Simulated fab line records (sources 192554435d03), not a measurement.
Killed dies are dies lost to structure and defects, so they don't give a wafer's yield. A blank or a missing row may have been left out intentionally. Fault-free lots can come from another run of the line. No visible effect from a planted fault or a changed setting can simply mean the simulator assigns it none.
fab line records :: flow n5_finfet
record:
  lots: 4
  wafers: 12
  last_day: 16
route steps=1938 shown DUMMY_REMOVAL@378 HKMG_FIN@385 BEOL_M4@1111
lots untouched by any fault: they come from a run of this same line in which no faults occurred
start_h: hours from the record's opening day to when the first of the lot's shown wafers began :: wait_h: hours since the lot's step before :: " unchanged from the row above :: L1.1+2: one row covering several wafers at once :: - no value present, or no start provided :: * or withheld: withheld :: < > ~ a bound
route shown NAME@n: a module of which the file shows steps, and the number in the route of the first :: usual: the fault-free wafers' mean and standard deviation :: same: alike in all rows :: chamber/n: place in a boat :: sites: readings site by site :: _std_site: standard deviation of those values :: _edge_site: outer sites' mean less inner sites' :: radius_mm: how far each site lies from the wafer's centre :: mask NAME#n: copy n :: behind: the most recent tool/chamber to have shaped the wafer :: hold: why the lot went on hold/how many hours it stayed there/how the hold came to an end :: device: transistor that didn't switch, given as n, p or np :: end of line: tests run on the same wafers once the route is complete :: for a step that has no rows: nothing shown but its recipe :: killed: dies lost to structure and defects at the first sort, not the wafer's yield :: map: the dies of a wafer, with x for killed, . for not killed, _ for no die there
set.NAME: the setting that was run; set.NAME@STEP: the one run at that earlier step :: model.NAME: the simulator's own value behind a step, which no gauge read
certain route steps with their lots: each step a table, each wafer a row
services: from which hour (start_h, from the record's first day; less than 0 if before it) a tool's chamber was out of use, for how many hours, and why
== steps ==
step: N5_DUMMY_REMOVAL_STRIP_10
recipe:
  chemistry: N2/H2
  time_s: 40
  power_w: 100
  temp_c: 40
  pressure_mtorr: 100
  rf_frequency_hz: 6e+07
  bias_power_w: 3
  n2_flow_sccm: 300
  h2_flow_sccm: 300
step: N5_DUMMY_REMOVAL_PRECLEAN_07
recipe:
  chemistry: dHF
  time_s: 30
  temp_c: 25
  dilution: withheld
step: N5_DUMMY_REMOVAL_DUMMY_REMOVE_02
recipe:
  chemistry: TMAH
  temp_c: 70
  target: poly-Si
  stop_on: SiO2
  target_depth_nm: 142
  conc_wt_pct: 5
  time_s: 57
  dry: ipa_marangoni
  rinse_time_s: 30
  rinse_temp_c: 23
step: N5_DUMMY_REMOVAL_PRECLEAN_08
recipe:
  chemistry: NF3:NH3
  afs_cycles: 2
  temp_c: 30
  time_s: 20
  sublimation_temp_c: 180
  sublimation_time_s: 60
  pressure_torr: 3
  rf_power_w: 30
step: N5_DUMMY_REMOVAL_PRECLEAN_04
recipe:
  chemistry: DHF
  time_s: 37
  temp_c: 25
  dilution: 500:1
step: N5_DUMMY_REMOVAL_SRD_05
recipe:
  dry: ipa_marangoni
  do_ppb: 5
  time_s: 30
  temp_c: 23
  rinse_liquid: diw
step: N5_HKMG_FIN_IL_REGROW_00
recipe:
  material: SiO2
  target_thk_a: 7.5
  chemistry: O3
  temp_c: withheld
  time_s: 30
step: N5_HKMG_FIN_HK_ALD_01
recipe:
  material: HfO2
  target_thk_a: 16
  temp_c: withheld
  ald_precursor_family: HfCl4
  ald_co_reactant: H2O
  pulse_time_s: 3
  purge_time_s: 3
  co_reactant_purge_time_s: 2.5
  co_reactant_pulse_time_s: 0.3
  ald_cycles: 30
step: N5_HKMG_FIN_HK_ANNEAL_02
recipe:
  temp_c: 700
  time_s: 30
  ambient: N2
  idle_temp_c: 600
  ramp_up_c_per_s: 150
  ramp_down_c_per_s: 60
  cool_to_c: 600
step: N5_HKMG_FIN_ALD_74
recipe:
  material: La2O3
  target_thk_a: 5
  temp_c: 250
  ald_precursor_family: La-Cp
  ald_co_reactant: O3
  pulse_time_s: 6
  co_reactant_pulse_time_s: 1
  purge_time_s: 3
  co_reactant_purge_time_s: 3
step: N5_HKMG_FIN_ALD_75
recipe:
  material: Al2O3
  target_thk_a: 10
  temp_c: 150
  ald_precursor_family: TMA
  ald_co_reactant: H2O
  pulse_time_s: withheld
  co_reactant_pulse_time_s: 1
step: N5_HKMG_FIN_COAT_41
recipe:
  resist: SOC
  temp_c: 250
  time_s: 60
  spin_rpm: 1500
  resist_thk_nm: 300
usual:
  heater_power_total_W: 500.1/1.8
  resist_line_temp_C: 23.01/0.1
  spin_speed_rpm: 1499.9/0.89
lot.wafer: L476.1
tool: litho_track-04
chamber: 0
start_h: 149.39
wait_h: -
heater_power_total_W: 500.0
resist_line_temp_C: 22.99
spin_speed_rpm: 1499.4
model.SOC_of_HKMG_FIN_COAT_41.thk_nm: 300.2

lot.wafer: L476.2
tool: litho_track-04
chamber: 0
start_h: 149.39
wait_h: -
heater_power_total_W: 502.4
resist_line_temp_C: 22.96
spin_speed_rpm: 1499.6
model.SOC_of_HKMG_FIN_COAT_41.thk_nm: 300

lot.wafer: L476.4
tool: litho_track-04
chamber: 0
start_h: 149.39
wait_h: -
heater_power_total_W: 497.3
resist_line_temp_C: 23.00
spin_speed_rpm: 1499.1
model.SOC_of_HKMG_FIN_COAT_41.thk_nm: 301.2

lot.wafer: L477.3
tool: litho_track-04
chamber: 0
start_h: 155.24
wait_h: -
heater_power_total_W: 498.5
resist_line_temp_C: 23.09
spin_speed_rpm: 1423.4
model.SOC_of_HKMG_FIN_COAT_41.thk_nm: 308.6

lot.wafer: L477.4
tool: litho_track-04
chamber: 0
start_h: 155.24
wait_h: -
heater_power_total_W: 499.2
resist_line_temp_C: 23.02
spin_speed_rpm: 1420.9
model.SOC_of_HKMG_FIN_COAT_41.thk_nm: 307.8

lot.wafer: L477.6
tool: litho_track-04
chamber: 0
start_h: 155.24
wait_h: -
heater_power_total_W: 499.3
resist_line_temp_C: 22.94
spin_speed_rpm: 1422.5
model.SOC_of_HKMG_FIN_COAT_41.thk_nm: 307.8

lot.wafer: L478.2
tool: litho_track-05
chamber: 0
start_h: 161.16
wait_h: -
heater_power_total_W: 497.3
resist_line_temp_C: 23.12
spin_speed_rpm: 1498.2
model.SOC_of_HKMG_FIN_COAT_41.thk_nm: 299.8

lot.wafer: L478.5
tool: litho_track-05
chamber: 0
start_h: 161.16
wait_h: -
heater_power_total_W: 497.9
resist_line_temp_C: 23.04
spin_speed_rpm: 1499.4
model.SOC_of_HKMG_FIN_COAT_41.thk_nm: 299.6

lot.wafer: L478.6
tool: litho_track-05
chamber: 0
start_h: 161.16
wait_h: -
heater_power_total_W: 498.6
resist_line_temp_C: 22.98
spin_speed_rpm: 1497.7
model.SOC_of_HKMG_FIN_COAT_41.thk_nm: 300

lot.wafer: L479.1
tool: litho_track-04
chamber: 0
start_h: 166.92
wait_h: -
heater_power_total_W: 499.7
resist_line_temp_C: 22.99
spin_speed_rpm: 1422.2
model.SOC_of_HKMG_FIN_COAT_41.thk_nm: 309.4

lot.wafer: L479.5
tool: litho_track-04
chamber: 0
start_h: 166.92
wait_h: -
heater_power_total_W: 500.5
resist_line_temp_C: 22.84
spin_speed_rpm: 1422.7
model.SOC_of_HKMG_FIN_COAT_41.thk_nm: 308

lot.wafer: L479.6
tool: litho_track-04
chamber: 0
start_h: 166.92
wait_h: -
heater_power_total_W: 497.8
resist_line_temp_C: 23.09
spin_speed_rpm: 1422.3
model.SOC_of_HKMG_FIN_COAT_41.thk_nm: 308.6
step: N5_HKMG_FIN_COAT_42
recipe:
  resist: SiARC
  temp_c: 220
  time_s: 60
  spin_rpm: 1500
  resist_thk_nm: 35
step: N5_HKMG_FIN_COAT_43
recipe:
  resist: CAR-ArF
  spin_rpm: 1500
  resist_thk_nm: 90
step: N5_HKMG_FIN_EBR_45
recipe:
  solvent: PGMEA
  ebr_width_mm: 1.5
step: N5_HKMG_FIN_SOFTBAKE_44
recipe:
  temp_c: 110
  time_s: 60
  resist: CAR-ArF
step: N5_HKMG_FIN_EXPOSE_46
recipe:
  mask_id: NDIPOLE
  na: 1.35
  source_shape: conventional
  sigma_outer: 0.8
  polarization: unpolarized
  dose_mj: 40
step: N5_HKMG_FIN_PEB_47
recipe:
  peb_temp_c: withheld
  peb_time_s: 60
  resist: CAR-ArF
step: N5_HKMG_FIN_DEVELOP_48
recipe:
  develop_time_s: 30
  developer: TMAH
  resist: CAR-ArF
  rinse_liquid: diw
  dry: air_spin
  dev_temp_c: 23
step: N5_HKMG_FIN_DESCUM_53
recipe:
  chemistry: O2
  time_s: 7.9
  source_power_w: 50
  bias_power_w: 20
  pressure_mtorr: 20
  rf_frequency_hz: 2.712e+07
  temp_c: 40
  resist: CAR-ArF
  o2_flow_sccm: 225
step: N5_HKMG_FIN_ETCH_54
recipe:
  chemistry: CF4
  target: SiARC
  target_depth_a: 455
  mask_material: CAR-ArF
  time_s: 75.8
  ion_energy_ev: 80
  pressure_mtorr: 40
  source_w: 545
  bias_w: 36
  Ar_flow_sccm: 100
  cf4_flow_sccm: 100
  ends: cleared
step: N5_HKMG_FIN_ETCH_55
recipe:
  chemistry: N2/H2
  target: SOC
  target_depth_a: 2400
  temp_c: 40
  time_s: 300
  ion_energy_ev: 200
  mask_material: SiARC
  pressure_mtorr: 30
  source_w: 840
  bias_w: 150
  n2_flow_sccm: 200
  h2_flow_sccm: 200
step: N5_HKMG_FIN_STRIP_56
recipe:
  chemistry: N2/H2
  temp_c: 40
  n2_flow_sccm: 200
  h2_flow_sccm: 200
  rf_frequency_hz: 6e+07
step: N5_HKMG_FIN_STRIP_57
recipe:
  chemistry: CF4
  resist: SiARC
  power_w: 300
  bias_power_w: 75
  pressure_mtorr: 50
  cf4_flow_sccm: 150
  rf_frequency_hz: 6e+07
step: N5_HKMG_FIN_ETCH_58
recipe:
  chemistry: N2/H2
  target: SOC
  target_depth_a: 2158
  ion_energy_ev: 50
  bias_w: 13
  time_s: 741
  pressure_mtorr: 30
  source_w: 875
  n2_flow_sccm: 200
  h2_flow_sccm: 200
step: N5_HKMG_FIN_STRIP_93
recipe:
  chemistry: N2/H2
  material: SOC
  time_s: 20
  power_w: 500
  temp_c: 40
  pressure_mtorr: 50
  rf_frequency_hz: 6e+07
  bias_power_w: 8
  h2_frac: 0.5
  n2_flow_sccm: 300
  h2_flow_sccm: 300
usual:
  drypump_motor_current_A: 5.7/0.41
  oes_product_au: 0.79/0.08
  rf_vpp_V: 54.2/0.84
  showerhead_plenum_p_Torr: 3.38/0.12
  throttle_valve_pct: 19.1/0.37
lot.wafer: L476.1
tool: rie_diel-02
chamber: 3
start_h: 150.58
wait_h: 0.2
drypump_motor_current_A: 5.7
oes_product_au: 0.70
rf_hours_counter_h: 223
rf_vpp_V: 54.7
showerhead_plenum_p_Torr: 3.47
throttle_valve_pct: 19.3
model.SOC_of_HKMG_FIN_COAT_41.thk_nm: 75.8

lot.wafer: L476.2
tool: rie_diel-02
chamber: 1
start_h: 150.58
wait_h: 0.2
drypump_motor_current_A: 5.7
oes_product_au: 0.79
rf_hours_counter_h: 123
rf_vpp_V: 54.5
showerhead_plenum_p_Torr: 3.24
throttle_valve_pct: 19.0
model.SOC_of_HKMG_FIN_COAT_41.thk_nm: 70.8

lot.wafer: L476.4
tool: rie_diel-02
chamber: 0
start_h: 150.58
wait_h: 0.2
drypump_motor_current_A: 5.3
oes_product_au: 0.75
rf_hours_counter_h: 176
rf_vpp_V: 52.3
showerhead_plenum_p_Torr: 3.33
throttle_valve_pct: 19.0
model.SOC_of_HKMG_FIN_COAT_41.thk_nm: 70.6

lot.wafer: L477.3
tool: rie_diel-04
chamber: 2
start_h: 156.30
wait_h: 0.2
drypump_motor_current_A: 5.7
oes_product_au: 0.86
rf_hours_counter_h: 57
rf_vpp_V: 53.7
showerhead_plenum_p_Torr: 3.28
throttle_valve_pct: 18.4
model.SOC_of_HKMG_FIN_COAT_41.thk_nm: 86.2

lot.wafer: L477.4
tool: rie_diel-04
chamber: 0
start_h: 156.30
wait_h: 0.2
drypump_motor_current_A: 5.7
oes_product_au: 0.96
rf_hours_counter_h: 8
rf_vpp_V: 54.6
showerhead_plenum_p_Torr: 3.59
throttle_valve_pct: 19.2
model.SOC_of_HKMG_FIN_COAT_41.thk_nm: 83.2

lot.wafer: L477.6
tool: rie_diel-04
chamber: 0
start_h: 156.30
wait_h: 0.2
drypump_motor_current_A: 5.7
oes_product_au: 0.96
rf_hours_counter_h: -
rf_vpp_V: 54.3
showerhead_plenum_p_Torr: 3.59
throttle_valve_pct: 19.2
model.SOC_of_HKMG_FIN_COAT_41.thk_nm: 84.8

lot.wafer: L478.2
tool: rie_diel-01
chamber: 2
start_h: 162.34
wait_h: 0.2
drypump_motor_current_A: 6.4
oes_product_au: 0.87
rf_hours_counter_h: 40
rf_vpp_V: 54.0
showerhead_plenum_p_Torr: 3.57
throttle_valve_pct: 19.3
model.SOC_of_HKMG_FIN_COAT_41.thk_nm: 68.8

lot.wafer: L478.5
tool: rie_diel-01
chamber: 0
start_h: 162.34
wait_h: 0.2
drypump_motor_current_A: 4.9
oes_product_au: 0.73
rf_hours_counter_h: -
rf_vpp_V: 54.8
showerhead_plenum_p_Torr: 3.31
throttle_valve_pct: 19.1
model.SOC_of_HKMG_FIN_COAT_41.thk_nm: 81

lot.wafer: L478.6
tool: rie_diel-01
chamber: 1
start_h: 162.34
wait_h: 0.2
drypump_motor_current_A: 5.3
oes_product_au: 0.69
rf_hours_counter_h: -
rf_vpp_V: 54.2
showerhead_plenum_p_Torr: 3.31
throttle_valve_pct: 19.2
model.SOC_of_HKMG_FIN_COAT_41.thk_nm: 75.2

lot.wafer: L479.1
tool: rie_diel-04
chamber: 1
start_h: 167.98
wait_h: 0.2
drypump_motor_current_A: 6.4
oes_product_au: 0.71
rf_hours_counter_h: 230
rf_vpp_V: 54.6
showerhead_plenum_p_Torr: 3.44
throttle_valve_pct: 19.0
model.SOC_of_HKMG_FIN_COAT_41.thk_nm: 91.4

lot.wafer: L479.5
tool: rie_diel-04
chamber: 3
start_h: 167.98
wait_h: 0.2
drypump_motor_current_A: 5.8
oes_product_au: 0.76
rf_hours_counter_h: -
rf_vpp_V: 55.1
showerhead_plenum_p_Torr: 3.37
throttle_valve_pct: 19.6
model.SOC_of_HKMG_FIN_COAT_41.thk_nm: 77.6

lot.wafer: L479.6
tool: rie_diel-04
chamber: 0
start_h: 167.98
wait_h: 0.2
drypump_motor_current_A: 5.7
oes_product_au: 0.95
rf_hours_counter_h: -
rf_vpp_V: 54.8
showerhead_plenum_p_Torr: 3.59
throttle_valve_pct: 19.2
model.SOC_of_HKMG_FIN_COAT_41.thk_nm: 82.2
step: N5_HKMG_FIN_WET_ETCH_76
recipe:
  chemistry: dNH4OH
  mix: 1:50
  temp_c: 25
  target: Al2O3
  stop_on: La2O3
  target_depth_nm: 2.25
  dry: ipa_marangoni
  rinse_time_s: 30
  rinse_temp_c: 23
step: N5_BEOL_M4_RC_MEAS_101
usual:
  DIBL_N: 36.7/1.8
  DIBL_P: 37.0/2.4
  IOFF_N: 0.17/0.036
  IOFF_P: 0.22/0.042
  ION_N: 673/12
  ION_P: 462/8.5
  SS_N: 71.7/0.62
  SS_P: 73.4/0.65
  VT_N: 250/3.7
  VT_P: -250/3.7
lot.wafer: L478.2
tool: prober-02
chamber: 0
start_h: 270.03
wait_h: 0.2
DIBL_N[mV/V]: 39.2
DIBL_P[mV/V]: 42.2
IOFF_N[nA/um]: 0.26
IOFF_P[nA/um]: 0.34
ION_N[uA/um]: 694
ION_P[uA/um]: 479
SS_N[mV/dec]: 71.5
SS_P[mV/dec]: 74.5
VT_N[mV]: 244
VT_P[mV]: -242

lot.wafer: L478.5
tool: prober-02
chamber: 0
start_h: 270.03
wait_h: 0.2
DIBL_N[mV/V]: 38.5
DIBL_P[mV/V]: 41.4
IOFF_N[nA/um]: 0.24
IOFF_P[nA/um]: 0.31
ION_N[uA/um]: 704
ION_P[uA/um]: 479
SS_N[mV/dec]: 72.3
SS_P[mV/dec]: 73.5
VT_N[mV]: 242
VT_P[mV]: -242

lot.wafer: L478.6
tool: prober-02
chamber: 0
start_h: 270.03
wait_h: 0.2
DIBL_N[mV/V]: 38.1
DIBL_P[mV/V]: 39.3
IOFF_N[nA/um]: 0.20
IOFF_P[nA/um]: 0.28
ION_N[uA/um]: 684
ION_P[uA/um]: 472
SS_N[mV/dec]: 71.8
SS_P[mV/dec]: 73.9
VT_N[mV]: 247
VT_P[mV]: -245

lot.wafer: L476.1
tool: prober-01
chamber: 0
start_h: 270.96
wait_h: 0.0
DIBL_N[mV/V]: 34.9
DIBL_P[mV/V]: 35.8
IOFF_N[nA/um]: 0.12
IOFF_P[nA/um]: 0.19
ION_N[uA/um]: 649
ION_P[uA/um]: 452
SS_N[mV/dec]: 71.5
SS_P[mV/dec]: 73.0
VT_N[mV]: 253
VT_P[mV]: -251

lot.wafer: L476.2
tool: prober-01
chamber: 0
start_h: 270.96
wait_h: 0.0
DIBL_N[mV/V]: 35.6
DIBL_P[mV/V]: 37.4
IOFF_N[nA/um]: 0.14
IOFF_P[nA/um]: 0.22
ION_N[uA/um]: 667
ION_P[uA/um]: 462
SS_N[mV/dec]: 71.1
SS_P[mV/dec]: 73.8
VT_N[mV]: 251
VT_P[mV]: -251

lot.wafer: L476.4
tool: prober-01
chamber: 0
start_h: 270.96
wait_h: 0.0
DIBL_N[mV/V]: 35.1
DIBL_P[mV/V]: 37.3
IOFF_N[nA/um]: 0.14
IOFF_P[nA/um]: 0.21
ION_N[uA/um]: 671
ION_P[uA/um]: 466
SS_N[mV/dec]: 71.7
SS_P[mV/dec]: 73.8
VT_N[mV]: 253
VT_P[mV]: -252

lot.wafer: L479.1
tool: prober-02
chamber: 0
start_h: 272.39
wait_h: 0.0
DIBL_N[mV/V]: 35.3
DIBL_P[mV/V]: 35.6
IOFF_N[nA/um]: 0.14
IOFF_P[nA/um]: 0.19
ION_N[uA/um]: 685
ION_P[uA/um]: 465
SS_N[mV/dec]: 70.9
SS_P[mV/dec]: 72.8
VT_N[mV]: 250
VT_P[mV]: -254

lot.wafer: L479.5
tool: prober-02
chamber: 0
start_h: 272.39
wait_h: 0.0
DIBL_N[mV/V]: 33.0
DIBL_P[mV/V]: 33.9
IOFF_N[nA/um]: 0.11
IOFF_P[nA/um]: 0.17
ION_N[uA/um]: 665
ION_P[uA/um]: 469
SS_N[mV/dec]: 70.5
SS_P[mV/dec]: 72.2
VT_N[mV]: 255
VT_P[mV]: -252

lot.wafer: L479.6
tool: prober-02
chamber: 0
start_h: 272.39
wait_h: 0.0
DIBL_N[mV/V]: 37.2
DIBL_P[mV/V]: 37.4
IOFF_N[nA/um]: 0.17
IOFF_P[nA/um]: 0.23
ION_N[uA/um]: 675
ION_P[uA/um]: 461
SS_N[mV/dec]: 71.4
SS_P[mV/dec]: 73.6
VT_N[mV]: 248
VT_P[mV]: -247

lot.wafer: L477.3
tool: prober-01
chamber: 0
start_h: 280.53
wait_h: 0.3
DIBL_N[mV/V]: 39.1
DIBL_P[mV/V]: 41.4
IOFF_N[nA/um]: 0.23
IOFF_P[nA/um]: 0.28
ION_N[uA/um]: 696
ION_P[uA/um]: 470
SS_N[mV/dec]: 72.7
SS_P[mV/dec]: 74.9
VT_N[mV]: 245
VT_P[mV]: -249

lot.wafer: L477.4
tool: prober-01
chamber: 0
start_h: 280.53
wait_h: 0.3
DIBL_N[mV/V]: 35.6
DIBL_P[mV/V]: 36.4
IOFF_N[nA/um]: 0.15
IOFF_P[nA/um]: 0.18
ION_N[uA/um]: 664
ION_P[uA/um]: 452
SS_N[mV/dec]: 72.0
SS_P[mV/dec]: 73.4
VT_N[mV]: 252
VT_P[mV]: -254

lot.wafer: L477.6
tool: prober-01
chamber: 0
start_h: 280.53
wait_h: 0.3
DIBL_N[mV/V]: 34.9
DIBL_P[mV/V]: 35.6
IOFF_N[nA/um]: 0.14
IOFF_P[nA/um]: 0.18
ION_N[uA/um]: 665
ION_P[uA/um]: 453
SS_N[mV/dec]: 71.6
SS_P[mV/dec]: 73.1
VT_N[mV]: 252
VT_P[mV]: -257
== services ==
tool: rie_diel-04
chamber: 2
start_h: 158.20
hours: 4.0
kind: repair
== key ==
first_sign:
  step: N5_HKMG_FIN_COAT_41
  reading: spin_speed_rpm
  direction: down
  sigmas: 87
  usual: *
  struck: *
effect none on later readings
model_effect:
  step: N5_HKMG_FIN_COAT_41
  value: SOC_of_HKMG_FIN_COAT_41.thk_nm
  without: 300.2
  struck: 308.4
model_effect:
  step: N5_HKMG_FIN_STRIP_93
  value: SOC_of_HKMG_FIN_COAT_41.thk_nm
  without: 76.07
  struck: 84.23
met_at N5_HKMG_FIN_COAT_41
struck_wafers L477.3,L477.4,L477.6,L479.1,L479.5,L479.6
onset_between 149.39 155.24
fault:
  kind: process_parameter_drift
  tool: litho_track-04
  chamber: -
  onset_h: 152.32
  steps: N5_HKMG_FIN_COAT_41
  channel: spin_rpm
  offset: *
  shape: step
  end_h: 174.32
  acts_in: *
  stated: *
